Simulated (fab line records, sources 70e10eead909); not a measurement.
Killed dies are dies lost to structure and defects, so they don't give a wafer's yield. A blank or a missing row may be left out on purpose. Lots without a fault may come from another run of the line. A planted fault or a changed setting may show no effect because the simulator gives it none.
A struck lot beside a sound one | flow nand_harc | 24 steps out of a route of 1302
Sound: wafers L561.1, L561.2, L561.5. Struck: wafers L570.1, L570.3, L570.6. The cause comes at the end.
At each step with rows: each side's tool, then ch and its chambers, then its first start. Under that, the readings that differ: sound wafers | struck wafers | difference of the means | sigmas: that difference in standard deviations of wafers without a fault.
alike: readings whose means differ by less than 2 such deviations, and words and numbers that are the same on both sides. not compared: withheld readings, readings that some wafer has no value for, bounds like >300 that may hide the same value, and numbers for which the record gives no deviation and whose values overlap.
The two part at a step that has a row with sigmas, a row that says differs or no value, or rows on one side only. Numbers that don't overlap but have no deviation are shown without sigmas and don't part them. A reading that every wafer of one side lacks parts them only if that side has two wafers or more.

first, 1 step without rows for these wafers: NHARC_P_M0_SRD_25.
NHARC_P_M0_INSPECT_27:
  sound on defect_inspect-02, day 8 00:02; struck on defect_inspect-01, day 11 16:26
  alike: raw_defect_count
NHARC_P_M0_PRE_CLEAN_31: time 12 s.
  sound on pecvd-03 ch 0,2, day 8 00:06; struck on pecvd-03 ch 0,1,2, day 11 16:31
  alike: heater_power_w
NHARC_P_M0_DEP_32: deposits SiCN, target thk 30 nm.
  sound on pecvd-03 ch 0,2, day 8 00:11; struck on pecvd-03 ch 0,1,2, day 11 16:38
  alike: heater_power_w
then, 7 steps without rows for these wafers: NHARC_P_M1_DEP_00 (deposits SiOC, target thk 182.5 nm); NHARC_P_M1_DEHYDRATE_01 (time 120 s); NHARC_P_M1_HMDS_02 (time 30 s); NHARC_P_M1_COAT_34 (time 65 s); NHARC_P_M1_COAT_03 (resist thk 90 nm); NHARC_P_M1_SOFTBAKE_04 (time 55 s); NHARC_P_M1_EBR_05.
NHARC_P_M1_EXPOSE_06: exposes mask P M1, target cd 130 nm.
  sound on arfi_scanner-02 ch 0, day 8 01:17; struck on arfi_scanner-03 ch 0, day 11 17:34
  reading              | sound             | struck            | difference | sigmas
  exposure_dose_mJ_cm2 | 81.71 81.80 81.82 | 54.81 54.73 54.78 | -27.00     | -99 or more
  alike: mask
then, 2 steps without rows for these wafers: NHARC_P_M1_PEB_07 (peb time 65 s); NHARC_P_M1_DEVELOP_08 (develop time 35 s).
NHARC_P_M1_CD_MEAS_09: target cd 130 nm.
  sound on cd_sem-03 ch 0, day 8 01:25; struck on cd_sem-03 ch 0, day 11 17:42
  reading    | sound             | struck            | difference | sigmas
  cd_nm (nm) | 129.0 130.8 130.6 | 105.5 105.8 105.3 | -24.6      | -31
NHARC_P_M1_OVL_MEAS_10: pitch 260 nm.
  sound on overlay-02, day 8 01:31; struck on overlay-02, day 11 17:47
  alike: overlay_x_nm, overlay_y_nm
NHARC_P_M1_INSPECT_11:
  sound on defect_inspect-02, day 8 01:33; struck on defect_inspect-01, day 11 17:49
  alike: raw_defect_count
NHARC_P_M1_DESCUM_14: chemistry O2, time 3 s.
  sound on rie_diel-01 ch 0,1,3, day 8 01:37; struck on rie_diel-01 ch 0,1, day 11 17:53
  reading               | sound             | struck            | difference | sigmas
  rf_vpp_V (V)          | 57.4 56.6 56.7    | 59.6 59.1 58.4    | +2.1       | +3
  model.P_M1.cd_nm (nm) | 128.7 130.4 130.3 | 105.2 106.1 105.4 | -24.2      |
  alike: chamber_pressure_mTorr, drypump_motor_current_A, o2_flow_sccm, oes_product_au, showerhead_plenum_p_Torr, throttle_valve_pct
  not compared: rf_hours_counter_h
NHARC_P_M1_ETCH_35: etches the open film in N2/H2, target depth 40 nm, overetch 12 nm, time 43.94 s.
  sound on rie_diel-01 ch 0,2, day 8 01:41; struck on rie_diel-01 ch 0,2, day 11 17:58
  alike: chamber_pressure_mTorr, drypump_motor_current_A, oes_product_au, rf_vpp_V, showerhead_plenum_p_Torr, throttle_valve_pct
  not compared: rf_hours_counter_h
NHARC_P_M1_ETCH_15: etches the open film in C4F8/Ar, target depth 182.5 nm, time 91.2 s.
  sound on rie_diel-01 ch 1,2; struck on rie_diel-01 ch 1,2,3
  alike: chamber_pressure_mTorr, oes_product_au, rf_vpp_V
  not compared: rf_hours_counter_h
NHARC_P_M1_CD_MEAS_16:
  sound on cd_sem-02, day 8 01:55; struck on cd_sem-02, day 11 18:11
  reading    | sound             | struck            | difference | sigmas
  cd_nm (nm) | 128.9 129.7 130.3 | 105.5 106.3 105.4 | -23.9      | -24
NHARC_P_M1_STRIP_18: strips in N2/H2.
  sound on rie_diel-01 ch 0,2,3, day 8 01:59; struck on rie_diel-01 ch 1,3, day 11 18:16
  alike: chamber_pressure_mTorr, drypump_motor_current_A, oes_product_au, rf_vpp_V, showerhead_plenum_p_Torr, throttle_valve_pct
  not compared: rf_hours_counter_h
NHARC_P_M1_ETCH_28: etches the open film in CF4/N2, target depth 30 nm, time 72.99 s.
  sound on rie_diel-01 ch 0,1; struck on rie_diel-01 ch 0,1,3
  reading               | sound             | struck          | difference | sigmas
  model.P_M1.cd_nm (nm) | 129.2 129.4 130.4 | 105 107.1 105.1 | -24        |
  alike: chamber_pressure_mTorr, drypump_motor_current_A, oes_product_au, rf_vpp_V, showerhead_plenum_p_Torr, throttle_valve_pct
  not compared: rf_hours_counter_h
then, 1 step without rows for these wafers: NHARC_P_M1_STRIP_19 (strips in post etch residue remover, time 600 s).

WHERE THEY PART
First at NHARC_P_M1_EXPOSE_06; last, within this record, at NHARC_P_M1_CD_MEAS_16. Later steps at which nothing parts them and some readings are alike: NHARC_P_M1_STRIP_18, NHARC_P_M1_ETCH_28.

WHY: what the simulator had put in
Process parameter drift: arfi_scanner-03, from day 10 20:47 on, at NHARC_P_M1_EXPOSE_06. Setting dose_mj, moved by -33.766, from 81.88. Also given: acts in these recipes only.
